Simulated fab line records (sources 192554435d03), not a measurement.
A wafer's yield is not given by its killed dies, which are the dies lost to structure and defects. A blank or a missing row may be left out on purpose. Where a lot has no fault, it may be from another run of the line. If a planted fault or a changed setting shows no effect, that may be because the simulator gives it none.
fab line records | flow n5Finfet
record lots=5 wafers=15 lastDay=14
route steps=1938 shown BEOL_M2@890
lots with no fault: from the same line, run without faults
startH: start of the lot's first displayed wafer, in hours after the record's first day | waitH: how many hours have passed since the lot's step before this one | " repeats the value in the row above | L1.1+2: a row that stands for several wafers | - no value present, or no start provided | * or withheld: withheld | < > ~ a bound
route shown NAME@n: names a module that has steps shown in the file, with the first one's number in the route | usual: mean and standard deviation over wafers with no fault | same: alike in all rows | chamber/n: place in a boat | sites: per-site readings | _std_site: the standard deviation of these | _edge_site: the outer-site mean with the inner-site mean subtracted | radiusMm: for every site, how far away it sits from the centre of the wafer | mask NAME#n: copy n | behind: the most recent tool/chamber to have shaped the wafer | hold: cause of the lot's hold/its duration in hours/its outcome | device: whichever transistor did not switch (one of n, p or np) | end of line: tests run on the same wafers once the route is complete | step lacking rows: just its recipe | killed: dies lost to structure and defects at the first sort, not the wafer's yield | map: dies across one wafer; x = killed, . = not, _ = none there
set.NAME: the setting as run; set.NAME@STEP: as run at that earlier step | model.NAME: the simulator's own value behind a step, which no gauge read
lots at some steps of the route; a table a step, a row a wafer
services: a tool's chamber out of use, with start hour (startH, from the record's first day; less than 0 if before it), hours out, and reason
## steps
# step N5_BEOL_M2_TRENCH_ETCH_37
# recipe chemistry=C4F6/O2 targetDepthA=555.55 target=SiOC timeS=29.2 ionEnergyEv=250 pressureMtorr=30 sourceW=355 biasW=185 Ar_flow_sccm=300 C4F6_flow_sccm=10 O2_flow_sccm=10
# usual biasW=184.9/0.57 drypumpMotorCurrentA=5.5/0.48 oesProductAu=0.78/0.092 rfVppV=665/13 showerheadPlenumPTorr=2.87/0.11 throttleValvePct=20.81/0.19
# columns lot.wafer tool chamber startH waitH biasW drypumpMotorCurrentA oesProductAu rfHoursCounterH rfVppV showerheadPlenumPTorr throttleValvePct
L075.1 rieDiel-01 1 - - 185.4 5.3 0.71 235 673 2.79 20.95
L075.3 " 2 " " 184.4 6.4 0.90 36 684 3.04 20.79
L075.5 " 1 " " 185.1 5.3 0.71 - 674 2.79 20.95
L077.2 rieDiel-04 0 - - 184.0 5.7 0.97 8 681 3.00 20.47
L077.4 " 3 " " 184.8 5.8 0.76 - 661 2.87 20.81
L077.6 " 0 " " 184.2 5.7 0.96 - 680 3.00 20.47
L079.3 rieDiel-01 0 - - 185.8 4.9 0.73 192 679 2.84 20.99
L079.4 " 3 " " 184.5 4.9 0.86 54 659 2.99 20.54
L079.5 " 2 " " 185.3 6.4 0.88 - 683 3.03 20.79
L084.2 rieDiel-02 0 - - 185.0 5.3 0.73 190 655 2.85 20.83
L084.4 " 1 " " 184.9 5.7 0.78 138 666 2.75 20.78
L084.5 " 3 " " 184.9 5.7 0.67 - 667 2.94 20.83
L083.2 rieDiel-01 2 - - 184.5 6.4 0.86 56 685 3.03 20.81
L083.3 " 0 " " 185.3 4.9 0.70 203 677 2.83 20.97
L083.4 " 0 " " 185.2 4.9 0.71 - 677 2.83 21.00
# step N5_BEOL_M2_ETCH_41
# recipe chemistry=CH3F/O2 target=SiCN targetDepthA=299 taperDeg=2 timeS=52.5 ionEnergyEv=120 maskMaterial=TiN pressureMtorr=30 sourceW=395 biasW=75 Ar_flow_sccm=150 CH3F_flow_sccm=30 O2_flow_sccm=20
# usual biasW=74.97/0.24 drypumpMotorCurrentA=5.5/0.47 oesProductAu=0.78/0.092 rfVppV=297.5/1.7 showerheadPlenumPTorr=2.02/0.078 throttleValvePct=16.27/0.21
# columns lot.wafer tool chamber startH waitH biasW drypumpMotorCurrentA oesProductAu rfHoursCounterH rfVppV showerheadPlenumPTorr throttleValvePct
L075.1 rieDiel-01 1 - - 75.24 5.3 0.70 235 296.9 1.96 16.48
L075.3 " 2 " " 74.83 6.4 0.89 36 299.7 2.14 16.17
L075.5 " 1 " " 74.79 5.3 0.71 - 296.9 1.96 16.49
L077.2 rieDiel-04 0 - - 74.94 5.7 0.97 9 298.9 2.12 15.94
L077.4 " 3 " " 74.92 5.8 0.76 - 297.8 2.01 16.24
L077.6 " 0 " " 74.91 5.7 0.97 - 301.0 2.12 15.95
L079.3 rieDiel-01 0 - - 74.95 4.9 0.73 192 298.6 1.99 16.44
L079.4 " 3 " " 75.17 4.9 0.87 54 298.9 2.11 15.99
L079.5 " 2 " " 74.99 6.4 0.89 - 299.3 2.13 16.20
L084.2 rieDiel-02 0 - - 74.83 5.3 0.73 190 296.1 2.00 16.27
L084.4 " 1 " " 75.03 5.6 0.77 138 295.8 1.93 16.24
L084.5 " 3 " " 75.13 5.6 0.68 - 299.2 2.07 16.30
L083.2 rieDiel-01 2 - - 75.12 6.3 0.86 56 300.4 2.13 16.20
L083.3 " 0 " " 74.60 4.9 0.71 203 297.8 1.99 16.47
L083.4 " 0 " " 74.79 4.9 0.71 - 297.1 1.99 16.45
# step N5_BEOL_M2_STRIP_97
# recipe chemistry=N2/H2 timeS=10 powerW=450 tempC=40 pressureMtorr=20 rfFrequencyHz=6e+07 biasPowerW=7 n2FlowSccm=200 h2FlowSccm=200
# usual biasPowerW=7.002/0.023 drypumpMotorCurrentA=5.6/0.48 h2FlowSccm=200.1/0.62 oesProductAu=0.79/0.092 rfVppV=59.1/0.86 showerheadPlenumPTorr=2.56/0.11 throttleValvePct=23.66/0.18
# columns lot.wafer tool chamber startH waitH biasPowerW drypumpMotorCurrentA h2FlowSccm oesProductAu rfHoursCounterH rfVppV showerheadPlenumPTorr throttleValvePct
L075.1 rieDiel-01 1 - - 7.018 5.3 200.7 0.70 235 58.3 2.50 23.77
L075.3 " 2 " " 6.996 6.4 199.9 0.90 36 59.8 2.71 23.76
L075.5 " 1 " " 7.002 5.3 200.4 0.71 - 60.4 2.50 23.77
L077.2 rieDiel-04 0 - - 6.994 5.7 200.3 0.97 9 59.3 2.72 23.66
L077.4 " 3 " " 6.994 5.8 199.3 0.75 - 58.9 2.55 23.81
L077.6 " 0 " " 6.980 5.7 201.0 0.96 - 59.5 2.72 23.65
L079.3 rieDiel-01 0 - - 6.997 4.9 199.7 0.73 192 59.9 2.50 23.68
L079.4 " 3 " " 6.990 4.9 199.7 0.86 54 58.6 2.70 23.54
L079.5 " 2 " " 6.984 6.4 198.6 0.89 - 58.2 2.71 23.77
L084.2 rieDiel-02 0 - - 7.037 5.3 200.1 0.73 190 58.9 2.51 23.50
L084.4 " 1 " " 7.020 5.7 199.8 0.78 138 59.6 2.44 23.61
L084.5 " 3 " " 7.026 5.7 200.4 0.68 - 60.0 2.62 23.76
L083.2 rieDiel-01 2 - - 6.967 6.4 199.3 0.87 56 59.8 2.70 23.80
L083.3 " 0 " " 6.973 4.9 199.5 0.72 203 58.2 2.49 23.70
L083.4 " 0 " " 7.003 4.9 199.3 0.72 - 58.5 2.49 23.71
# step N5_BEOL_M2_OCD_MEAS_38
# usual trenchDepthNm=55.3/1.2
# columns lot.wafer tool chamber startH waitH trenchDepthNm
L075.1 ocd-02 - 152.58 - 56.3
L075.3 " - " " 55.7
L075.5 " - " " 56.0
L077.2 ocd-02 - 159.21 - 55.2
L077.4 " - " " 55.7
L077.6 " - " " 55.5
L079.3 ocd-01 - 175.41 - 53.9
L079.4 " - " " 56.1
L079.5 " - " " 56.7
L084.2 ocd-02 - 197.70 - 55.4
L084.4 " - " " 55.7
L084.5 " - " " 53.6
L083.2 ocd-02 - 201.03 - 55.9
L083.3 " - " " 53.9
L083.4 " - " " 53.5
# step N5_BEOL_M2_HM_STRIP_39
# recipe chemistry=peroxideTinStrip material=TiN targetDepthA=250 tempC=50 timeS=158
# usual bathGuardTempC=50.1/0.45
# columns lot.wafer tool chamber startH waitH bathGuardTempC
L075.1 wetBench-01 6 152.61 0.0 50.3
L075.3 " 5 " " 49.7
L075.5 " 4 " " 50.4
L077.2 wetBench-03 1 159.24 0.0 50.3
L077.4 " 6 " " 50.7
L077.6 " 0 " " 49.6
L079.3 wetBench-01 2 175.44 0.0 50.3
L079.4 " 3 " " 50.1
L079.5 " 5 " " 49.4
L084.2 wetBench-01 3 197.73 0.0 50.4
L084.4 " 4 " " 49.9
L084.5 " 2 " " 50.3
L083.2 wetBench-03 7 201.06 0.0 49.7
L083.3 " 0 " " 49.8
L083.4 " 1 " " 50.4
# step N5_BEOL_M2_SRD_40
# recipe timeS=30 tempC=23 rinseLiquid=diw dry=ipaMarangoni
# columns lot.wafer tool chamber startH waitH
L075.1+3+5 wetBench-01 6,5,4 152.66 0.0
L077.2+4+6 wetBench-03 1,6,0 159.29 0.0
L079.3+4+5 wetBench-01 2,3,5 175.49 0.0
L084.2+4+5 wetBench-01 3,4,2 197.78 0.0
L083.2+3+4 wetBench-03 7,0,1 201.11 0.0
# step N5_BEOL_M2_PRECLEAN_42
# recipe chemistry=residueRemover timeS=60 tempC=40
# usual bathGuardTempC=40.1/0.49
# columns lot.wafer tool chamber startH waitH bathGuardTempC
L075.1 wetBench-01 6 152.68 0.0 40.3
L075.3 " 5 " " 39.6
L075.5 " 4 " " 40.0
L077.2 wetBench-03 1 159.30 0.0 40.3
L077.4 " 6 " " 40.4
L077.6 " 0 " " 39.4
L079.3 wetBench-01 2 175.50 0.0 40.4
L079.4 " 3 " " 40.2
L079.5 " 5 " " 39.4
L084.2 wetBench-01 3 197.80 0.0 39.7
L084.4 " 4 " " 39.5
L084.5 " 2 " " 40.4
L083.2 wetBench-03 7 201.13 0.0 39.8
L083.3 " 0 " " 39.8
L083.4 " 1 " " 39.9
# step N5_BEOL_M2_SRD_43
# recipe timeS=30 tempC=23 rinseLiquid=diw dry=ipaMarangoni
# columns lot.wafer tool chamber startH waitH
L075.1+3+5 wetBench-01 6,5,4 152.69 0.0
L077.2+4+6 wetBench-03 1,6,0 159.32 0.0
L079.3+4+5 wetBench-01 2,3,5 175.52 0.0
L084.2+4+5 wetBench-01 3,4,2 197.81 0.0
L083.2+3+4 wetBench-03 7,0,1 201.14 0.0
# step N5_BEOL_M2_CD_MEAS_35
# recipe targetCdNm=18 targetCdYNm=22.2 polarity=opening
# usual cdNm=17.9/0.34
# columns lot.wafer tool chamber startH waitH cdNm
L075.1 cdSem-02 - 152.73 0.0 18.1
L075.3 " - " " 18.0
L075.5 " - " " 18.2
L077.2 cdSem-03 - 159.36 0.0 17.7
L077.4 " - " " 17.9
L077.6 " - " " 17.9
L079.3 cdSem-01 - 175.56 0.0 17.9
L079.4 " - " " 18.5
L079.5 " - " " 18.1
L084.2 cdSem-03 - 197.86 0.0 18.1
L084.4 " - " " 18.5
L084.5 " - " " 18.2
L083.2 cdSem-02 - 201.18 0.0 18.3
L083.3 " - " " 17.8
L083.4 " - " " 17.8
# step N5_BEOL_M2_DEGAS_44
# recipe ambient=vacuum tempC=250 timeS=60
# usual heaterPowerW=338/38
# columns lot.wafer tool chamber startH waitH heaterPowerW
L075.1 pvdSputter-03 - 153.02 0.3 309
L075.3 " - " " 375
L075.5 " - " " 332
L077.2 pvdSputter-02 - 159.50 0.1 321
L077.4 " - " " 329
L077.6 " - " " 395
L079.3 pvdSputter-02 - 175.73 0.2 400
L079.4 " - " " 267
L079.5 " - " " 319
L084.2 pvdSputter-01 - 200.11 2.3 341
L084.4 " - " " 390
L084.5 " - " " 393
L083.2 pvdSputter-02 - 202.07 0.9 327
L083.3 " - " " 315
L083.4 " - " " 271
# step N5_BEOL_M2_PRE_CLEAN_45
# recipe gas=H2/He timeS=30 tempC=250
# usual heaterPowerW=339/38
# columns lot.wafer tool chamber startH waitH heaterPowerW
L075.1 pvdSputter-03 - 153.06 0.0 320
L075.3 " - " " 383
L075.5 " - " " 317
L077.2 pvdSputter-02 - 159.54 0.0 323
L077.4 " - " " 333
L077.6 " - " " 398
L079.3 pvdSputter-02 - 175.77 0.0 385
L079.4 " - " " 271
L079.5 " - " " 314
L084.2 pvdSputter-01 - 200.15 0.0 335
L084.4 " - " " 391
L084.5 " - " " 371
L083.2 pvdSputter-02 - 202.11 0.0 329
L083.3 " - " " 318
L083.4 " - " " 263
# step N5_BEOL_M2_ALD_84
# recipe material=TaN targetThkA=* tempC=275 aldPrecursorFamily=PDMAT aldCoReactant=NH3 pressureTorr=3 carrierFlowSccm=1500 pulseTimeS=2 purgeTimeS=3 coReactantPurgeTimeS=2 coReactantPulseTimeS=3 aldCycles=30 precursorVesselTempC=75 precursorVesselPressureTorr=26.25 precursorVesselCarrierSccm=1000
# usual heaterPowerW=444/55
# same purgeTimeS=3
# columns lot.wafer tool chamber startH waitH heaterPowerW
L075.1 aldMetal-02 0 153.13 0.1 432
L075.3 " 2 " " 402
L075.5 " 1 " " 573
L077.2 aldMetal-02 3 159.70 0.1 435
L077.4 " 2 " " 389
L077.6 " 3 " " 423
L079.3 aldMetal-02 1 175.83 0.0 564
L079.4 " 0 " " 446
L079.5 " 0 " " 441
L084.2 aldMetal-04 2 200.21 0.0 467
L084.4 " 0 " " 427
L084.5 " 2 " " 477
L083.2 aldMetal-02 1 202.17 0.0 569
L083.3 " 3 " " 445
L083.4 " 1 " " 577
# step N5_BEOL_M2_SURFACE_TREAT_85
# recipe gas=Ar timeS=* ionEnergyEv=* ionCurrentMaCm2=0.5 pressureMtorr=* arFlowSccm=30
# usual arFlowSccm=30.00/0.096 pressureMtorr=* throttleValvePct=*
# columns lot.wafer tool chamber startH waitH arFlowSccm pressureMtorr throttleValvePct
L075.1 pvdSputter-03 - 153.42 0.2 30.18 * *
L075.3 " - " " 29.96 * *
L075.5 " - " " 29.87 * *
L077.2 pvdSputter-02 - 159.94 0.1 30.06 * *
L077.4 " - " " 29.99 * *
L077.6 " - " " 29.85 * *
L079.3 pvdSputter-03 - 176.06 0.1 29.97 * *
L079.4 " - " " 29.95 * *
L079.5 " - " " 30.04 * *
L084.2 pvdSputter-01 - 200.55 0.2 30.05 * *
L084.4 " - " " 29.87 * *
L084.5 " - " " 29.92 * *
L083.2 pvdSputter-02 - 202.49 0.2 30.08 * *
L083.3 " - " " 29.95 * *
L083.4 " - " " 29.88 * *
# step N5_BEOL_M2_CVD_47
# recipe material=Co targetThkA=30 tempC=withheld precursor=CCTBA/H2 pressureTorr=30 timeS=223.8
# columns lot.wafer tool chamber startH waitH
L075.1+3+5 cvdCo-01 0,2,0 153.48 0.0
L077.2+4+6 cvdCo-02 1,0,1 160.23 0.3
L079.3+4+5 cvdCo-02 1,1,0 176.33 0.3
L084.2+4+5 cvdCo-01 2 200.61 0.0
L083.2+3+4 cvdCo-01 1,1,2 202.55 0.0
# step N5_BEOL_M2_SPUTTER_48
# recipe material=Cu targetThkA=45 tempC=-20 chamberPressurePa=0.07 powerW=withheld timeS=8.29
# usual throttleValvePct=30.1/1.1
# columns lot.wafer tool chamber startH waitH throttleValvePct
L075.1 pvdSputter-03 - 153.72 0.2 30.5
L075.3 " - " " 29.4
L075.5 " - " " 31.4
L077.2 pvdSputter-02 - 161.98 1.7 28.2
L077.4 " - " " 28.9
L077.6 " - " " 29.4
L079.3 pvdSputter-03 - 176.51 0.1 30.2
L079.4 " - " " 31.5
L079.5 " - " " 29.3
L084.2 pvdSputter-01 - 200.91 0.2 31.3
L084.4 " - " " 31.5
L084.5 " - " " 31.4
L083.2 pvdSputter-02 - 202.81 0.2 29.8
L083.3 " - " " 28.1
L083.4 " - " " 29.8
# step N5_BEOL_M2_ANNEAL_49
# recipe tempC=400 timeS=240 ambient=vacuum
# usual heaterPowerW=853/93
# columns lot.wafer tool chamber startH waitH heaterPowerW
L075.1 pvdSputter-03 - 153.80 0.0 959
L075.3 " - " " 809
L075.5 " - " " 789
L077.2 pvdSputter-02 - 162.06 0.0 973
L077.4 " - " " 784
L077.6 " - " " 781
L079.3 pvdSputter-03 - 176.59 0.0 978
L079.4 " - " " 785
L079.5 " - " " 818
L084.2 pvdSputter-01 - 200.99 0.0 869
L084.4 " - " " 866
L084.5 " - " " 871
L083.2 pvdSputter-02 - 202.89 0.0 830
L083.3 " - " " 990
L083.4 " - " " 805
# step N5_BEOL_M2_SPUTTER_79
# recipe material=Cu targetThkA=45 tempC=-20 chamberPressurePa=0.07 powerW=withheld timeS=8.29
# usual throttleValvePct=30.1/1.1
# columns lot.wafer tool chamber startH waitH throttleValvePct
L075.1 pvdSputter-03 - 153.94 0.1 30.5
L075.3 " - " " 29.3
L075.5 " - " " 31.3
L077.2 pvdSputter-02 - 162.20 0.1 28.3
L077.4 " - " " 29.1
L077.6 " - " " 29.6
L079.3 pvdSputter-03 - 176.73 0.1 30.5
L079.4 " - " " 31.3
L079.5 " - " " 29.4
L084.2 pvdSputter-01 - 201.13 0.1 30.7
L084.4 " - " " 31.1
L084.5 " - " " 31.0
L083.2 pvdSputter-02 - 203.03 0.1 29.4
L083.3 " - " " 28.1
L083.4 " - " " 29.4
# step N5_BEOL_M2_ANNEAL_80
# recipe tempC=400 timeS=240 ambient=vacuum
# usual heaterPowerW=851/93
# columns lot.wafer tool chamber startH waitH heaterPowerW
L075.1 pvdSputter-03 - 154.02 0.0 974
L075.3 " - " " 803
L075.5 " - " " 769
L077.2 pvdSputter-02 - 162.28 0.0 983
L077.4 " - " " 782
L077.6 " - " " 791
L079.3 pvdSputter-03 - 176.81 0.0 984
L079.4 " - " " 786
L079.5 " - " " 811
L084.2 pvdSputter-01 - 201.21 0.0 868
L084.4 " - " " 863
L084.5 " - " " 865
L083.2 pvdSputter-02 - 203.11 0.0 829
L083.3 " - " " 996
L083.4 " - " " 797
# step N5_BEOL_M2_SPUTTER_81
# recipe material=Cu targetThkA=45 tempC=-20 chamberPressurePa=0.07 powerW=withheld timeS=8.29
# usual throttleValvePct=30.1/1.1
# columns lot.wafer tool chamber startH waitH throttleValvePct
L075.1 pvdSputter-03 - 154.16 0.1 30.2
L075.3 " - " " 29.2
L075.5 " - " " 31.5
L077.2 pvdSputter-02 - 162.42 0.1 28.1
L077.4 " - " " 29.4
L077.6 " - " " 29.5
L079.3 pvdSputter-03 - 176.95 0.1 30.3
L079.4 " - " " 31.1
L079.5 " - " " 29.2
L084.2 pvdSputter-01 - 201.35 0.1 30.8
L084.4 " - " " 31.3
L084.5 " - " " 31.0
L083.2 pvdSputter-02 - 203.25 0.1 29.2
L083.3 " - " " 28.2
L083.4 " - " " 29.5
# step N5_BEOL_M2_ANNEAL_82
# recipe tempC=400 timeS=240 ambient=vacuum
# usual heaterPowerW=852/93
# columns lot.wafer tool chamber startH waitH heaterPowerW
L075.1 pvdSputter-03 - 154.24 0.0 940
L075.3 " - " " 805
L075.5 " - " " 772
L077.2 pvdSputter-02 - 162.50 0.0 989
L077.4 " - " " 766
L077.6 " - " " 802
L079.3 pvdSputter-03 - 177.03 0.0 939
L079.4 " - " " 752
L079.5 " - " " 811
L084.2 pvdSputter-01 - 201.43 0.0 857
L084.4 " - " " 866
L084.5 " - " " 870
L083.2 pvdSputter-02 - 203.33 0.0 831
L083.3 " - " " 970
L083.4 " - " " 778
# step N5_BEOL_M2_SPUTTER_86
# recipe material=Cu targetThkA=45 tempC=-20 chamberPressurePa=0.07 powerW=withheld timeS=8.29
# usual throttleValvePct=30.1/1.1
# columns lot.wafer tool chamber startH waitH throttleValvePct
L075.1 pvdSputter-03 - 154.38 0.1 30.5
L075.3 " - " " 29.5
L075.5 " - " " 31.6
L077.2 pvdSputter-02 - 162.64 0.1 28.0
L077.4 " - " " 29.4
L077.6 " - " " 29.7
L079.3 pvdSputter-03 - 177.17 0.1 30.5
L079.4 " - " " 31.6
L079.5 " - " " 29.7
L084.2 pvdSputter-01 - 201.57 0.1 30.8
L084.4 " - " " 31.5
L084.5 " - " " 30.8
L083.2 pvdSputter-02 - 203.47 0.1 29.3
L083.3 " - " " 28.1
L083.4 " - " " 29.3
# step N5_BEOL_M2_ANNEAL_87
# recipe tempC=400 timeS=240 ambient=vacuum
# usual heaterPowerW=849/93
# columns lot.wafer tool chamber startH waitH heaterPowerW
L075.1 pvdSputter-03 - 154.46 0.0 948
L075.3 " - " " 801
L075.5 " - " " 777
L077.2 pvdSputter-02 - 162.72 0.0 1003
L077.4 " - " " 797
L077.6 " - " " 788
L079.3 pvdSputter-03 - 177.25 0.0 965
L079.4 " - " " 779
L079.5 " - " " 794
L084.2 pvdSputter-01 - 201.65 0.0 851
L084.4 " - " " 846
L084.5 " - " " 851
L083.2 pvdSputter-02 - 203.55 0.0 831
L083.3 " - " " 983
L083.4 " - " " 794
# step N5_BEOL_M2_SPUTTER_88
# recipe material=Cu targetThkA=45 tempC=-20 chamberPressurePa=0.07 powerW=withheld timeS=8.29
# usual throttleValvePct=30.1/1.1
# columns lot.wafer tool chamber startH waitH throttleValvePct
L075.1 pvdSputter-03 - 154.60 0.1 30.4
L075.3 " - " " 29.6
L075.5 " - " " 31.4
L077.2 pvdSputter-02 - 162.86 0.1 28.1
L077.4 " - " " 29.4
L077.6 " - " " 29.5
L079.3 pvdSputter-03 - 177.39 0.1 30.3
L079.4 " - " " 31.4
L079.5 " - " " 29.4
L084.2 pvdSputter-01 - 201.79 0.1 31.1
L084.4 " - " " 31.5
L084.5 " - " " 31.0
L083.2 pvdSputter-02 - 203.69 0.1 29.5
L083.3 " - " " 28.1
L083.4 " - " " 29.6
# step N5_BEOL_M2_ANNEAL_89
# recipe tempC=400 timeS=240 ambient=vacuum
# usual heaterPowerW=850/94
# columns lot.wafer tool chamber startH waitH heaterPowerW
L075.1 pvdSputter-03 - 154.68 0.0 982
L075.3 " - " " 779
L075.5 " - " " 781
L077.2 pvdSputter-02 - 162.94 0.0 961
L077.4 " - " " 774
L077.6 " - " " 790
L079.3 pvdSputter-03 - 177.47 0.0 959
L079.4 " - " " 788
L079.5 " - " " 789
L084.2 pvdSputter-01 - 201.87 0.0 857
L084.4 " - " " 859
L084.5 " - " " 856
L083.2 pvdSputter-02 - 203.77 0.0 787
L083.3 " - " " 1002
L083.4 " - " " 782
# step N5_BEOL_M2_SPUTTER_90
# recipe material=Cu targetThkA=45 tempC=-20 chamberPressurePa=0.07 powerW=withheld timeS=8.29
# usual throttleValvePct=30.1/1.1
# columns lot.wafer tool chamber startH waitH throttleValvePct
L075.1 pvdSputter-03 - 154.82 0.1 30.6
L075.3 " - " " 29.7
L075.5 " - " " 31.3
L077.2 pvdSputter-02 - 163.08 0.1 28.1
L077.4 " - " " 29.2
L077.6 " - " " 29.4
L079.3 pvdSputter-03 - 177.61 0.1 30.4
L079.4 " - " " 31.6
L079.5 " - " " 29.5
L084.2 pvdSputter-01 - 202.01 0.1 31.1
L084.4 " - " " 31.2
L084.5 " - " " 31.0
L083.2 pvdSputter-02 - 203.91 0.1 29.2
L083.3 " - " " 28.2
L083.4 " - " " 29.3
# step N5_BEOL_M2_ANNEAL_91
# recipe tempC=400 timeS=240 ambient=vacuum
# usual heaterPowerW=851/94
# columns lot.wafer tool chamber startH waitH heaterPowerW
L075.1 pvdSputter-03 - 154.90 0.0 949
L075.3 " - " " 798
L075.5 " - " " 767
L077.2 pvdSputter-02 - 163.16 0.0 1004
L077.4 " - " " 789
L077.6 " - " " 785
L079.3 pvdSputter-03 - 177.69 0.0 956
L079.4 " - " " 787
L079.5 " - " " 791
L084.2 pvdSputter-01 - 202.09 0.0 876
L084.4 " - " " 861
L084.5 " - " " 849
L083.2 pvdSputter-02 - 203.99 0.0 828
L083.3 " - " " 999
L083.4 " - " " 788
# step N5_BEOL_M2_SPUTTER_92
# recipe material=Cu targetThkA=45 tempC=-20 chamberPressurePa=0.07 powerW=withheld timeS=8.29
# usual throttleValvePct=30.1/1.1
# columns lot.wafer tool chamber startH waitH throttleValvePct
L075.1 pvdSputter-03 - 155.04 0.1 30.2
L075.3 " - " " 29.4
L075.5 " - " " 31.4
L077.2 pvdSputter-02 - 163.30 0.1 28.2
L077.4 " - " " 29.2
L077.6 " - " " 29.4
L079.3 pvdSputter-03 - 177.83 0.1 30.4
L079.4 " - " " 31.4
L079.5 " - " " 29.6
L084.2 pvdSputter-01 - 202.23 0.1 30.9
L084.4 " - " " 31.4
L084.5 " - " " 30.7
L083.2 pvdSputter-02 - 204.13 0.1 29.5
L083.3 " - " " 28.1
L083.4 " - " " 29.4
# step N5_BEOL_M2_ANNEAL_93
# recipe tempC=400 timeS=240 ambient=vacuum
# usual heaterPowerW=852/91
# columns lot.wafer tool chamber startH waitH heaterPowerW
L075.1 pvdSputter-03 - 155.12 0.0 959
L075.3 " - " " 817
L075.5 " - " " 781
L077.2 pvdSputter-02 - 163.38 0.0 997
L077.4 " - " " 802
L077.6 " - " " 810
L079.3 pvdSputter-03 - 177.91 0.0 963
L079.4 " - " " 769
L079.5 " - " " 798
L084.2 pvdSputter-01 - 202.31 0.0 879
L084.4 " - " " 858
L084.5 " - " " 843
L083.2 pvdSputter-02 - 204.21 0.0 811
L083.3 " - " " 951
L083.4 " - " " 793
# step N5_BEOL_M2_SPUTTER_94
# recipe material=Cu targetThkA=45 tempC=-20 chamberPressurePa=0.07 powerW=withheld timeS=8.29
# usual throttleValvePct=30.1/1.1
# columns lot.wafer tool chamber startH waitH throttleValvePct
L075.1 pvdSputter-03 - 155.26 0.1 30.1
L075.3 " - " " 29.5
L075.5 " - " " 31.6
L077.2 pvdSputter-02 - 163.52 0.1 28.0
L077.4 " - " " 29.5
L077.6 " - " " 29.1
L079.3 pvdSputter-03 - 178.05 0.1 30.1
L079.4 " - " " 31.7
L079.5 " - " " 29.5
L084.2 pvdSputter-01 - 202.45 0.1 30.9
L084.4 " - " " 31.5
L084.5 " - " " 30.9
L083.2 pvdSputter-02 - 204.35 0.1 29.1
L083.3 " - " " 28.0
L083.4 " - " " 29.6
# step N5_BEOL_M2_ANNEAL_95
# recipe tempC=400 timeS=240 ambient=vacuum
# usual heaterPowerW=850/92
# columns lot.wafer tool chamber startH waitH heaterPowerW
L075.1 pvdSputter-03 - 155.34 0.0 941
L075.3 " - " " 783
L075.5 " - " " 761
L077.2 pvdSputter-02 - 163.60 0.0 968
L077.4 " - " " 780
L077.6 " - " " 788
L079.3 pvdSputter-03 - 178.13 0.0 944
L079.4 " - " " 782
L079.5 " - " " 800
L084.2 pvdSputter-01 - 202.53 0.0 872
L084.4 " - " " 851
L084.5 " - " " 868
L083.2 pvdSputter-02 - 204.43 0.0 825
L083.3 " - " " 994
L083.4 " - " " 786
# step N5_BEOL_M2_SPUTTER_96
# recipe material=Cu targetThkA=45 tempC=-20 chamberPressurePa=0.07 powerW=withheld timeS=8.29
# usual throttleValvePct=30.1/1.1
# columns lot.wafer tool chamber startH waitH throttleValvePct
L075.1 pvdSputter-03 - 155.48 0.1 30.3
L075.3 " - " " 29.5
L075.5 " - " " 31.7
L077.2 pvdSputter-02 - 163.74 0.1 28.2
L077.4 " - " " 29.2
L077.6 " - " " 29.0
L079.3 pvdSputter-03 - 178.27 0.1 30.2
L079.4 " - " " 31.5
L079.5 " - " " 29.3
L084.2 pvdSputter-01 - 202.67 0.1 31.2
L084.4 " - " " 31.5
L084.5 " - " " 30.9
L083.2 pvdSputter-02 - 204.57 0.1 29.7
L083.3 " - " " 28.2
L083.4 " - " " 29.5
# step N5_BEOL_M2_ECD_50
# recipe material=Cu targetThkA=3000
# columns lot.wafer tool chamber startH waitH
L075.1+3+5 ecdCu-02 0,1,0 155.59 0.1
L077.2+4+6 ecdCu-02 1,1,0 163.85 0.1
L079.3+4+5 ecdCu-01 0,1,1 178.40 0.1
L084.2+4+5 ecdCu-01 1 202.79 0.1
L083.2+3+4 ecdCu-02 0,0,1 204.68 0.1
# step N5_BEOL_M2_ANNEAL_51
# recipe tempC=225 timeS=90 ambient=N2
# usual wafer_temp_C_max=226.0/0.33
# columns lot.wafer tool chamber startH waitH wafer_temp_C_max
L075.1 rtpAnneal-02 0 155.67 0.1 226.4
L075.3 " 0 " " 226.2
L075.5 " 0 " " 225.8
L077.2 rtpAnneal-02 0 163.98 0.1 226.0
L077.4 " 0 " " 226.4
L077.6 " 0 " " 226.4
L079.3 rtpAnneal-01 0 178.55 0.1 225.6
L079.4 " 0 " " 225.6
L079.5 " 0 " " 225.5
L084.2 rtpAnneal-01 0 202.91 0.1 225.7
L084.4 " 0 " " 226.0
L084.5 " 0 " " 225.7
L083.2 rtpAnneal-02 0 205.09 0.4 226.1
L083.3 " 0 " " 225.9
L083.4 " 0 " " 225.9
## services
# columns tool chamber startH hours kind
aldMetal-02 - 129.21 8.7 pm
rtpAnneal-02 - 138.40 7.0 pm
aldMetal-04 3 157.27 3.0 repair
cvdCo-02 - 157.45 0.8 repair
rieDiel-04 2 158.20 4.0 repair
ecdCu-01 - 162.25 1.8 repair
aldMetal-02 2 163.46 - calibration
aldMetal-04 0 167.24 - calibration
aldMetal-04 3 167.58 2.0 repair
rieDiel-04 1 175.91 66.9 repair
aldMetal-02 2 184.95 24.6 repair
cvdCo-01 0 186.88 23.8 repair
rieDiel-01 1 192.52 - clean
rieDiel-01 1 192.52 - consumableReplace:focusRing
aldMetal-04 - 202.09 0.4 repair
## key
fault none
